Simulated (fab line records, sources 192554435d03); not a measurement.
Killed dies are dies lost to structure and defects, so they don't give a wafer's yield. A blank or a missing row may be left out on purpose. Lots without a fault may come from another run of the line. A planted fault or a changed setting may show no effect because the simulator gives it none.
Chamber matching | flow n5_finfet | N5_BEOL_M6_DESCUM_16 on rie_diel-02: 4 sister chambers
The step chemistry O2, time 7.9 s. 4 wafers are shown with their chamber, then 7 later ones without.

WAFERS WITH THEIR CHAMBER
wafer  | chamber | drypump_motor_current_A (A)
L084.1 | 1       | 5.7
L084.4 | 0       | 5.9
L088.1 | 3       | 6.3
L088.2 | 2       | 5.9

WAFERS WITHOUT THEIR CHAMBER
wafer  | drypump_motor_current_A (A)
L088.4 | 5.9
L092.2 | 5.9
L092.3 | 6.3
L092.4 | 5.6
L096.3 | 5.9
L096.5 | 5.9
L096.6 | 5.9

WHICH CHAMBER EACH WENT THROUGH
wafer  | from the rows above     | in truth
L088.4 | can't be placed: 0 or 2 | 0
L092.2 | can't be placed: 0 or 2 | 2
L092.3 | 3                       | 3
L092.4 | 1                       | 1
L096.3 | can't be placed: 0 or 2 | 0
L096.5 | can't be placed: 0 or 2 | 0
L096.6 | can't be placed: 0 or 2 | 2
Placed correctly: 2 of 7. Can't be placed from these rows: 5 (the true chamber is among the candidates in 5). Placed wrongly: 0.
How it was worked out, from the rows above alone: a wafer's distance from a chamber is the root of the sum, over the readings, of the square of ((its reading less the chamber's mean) divided by the reading's scatter). The wafer belongs to the nearest chamber; if the next one is less than 2 further off, it can't be placed. A chamber's mean is the mean of its shown wafers. The scatter: with one shown wafer a chamber, the root of the mean of the squares of how far each hidden wafer lies from its nearest shown one.
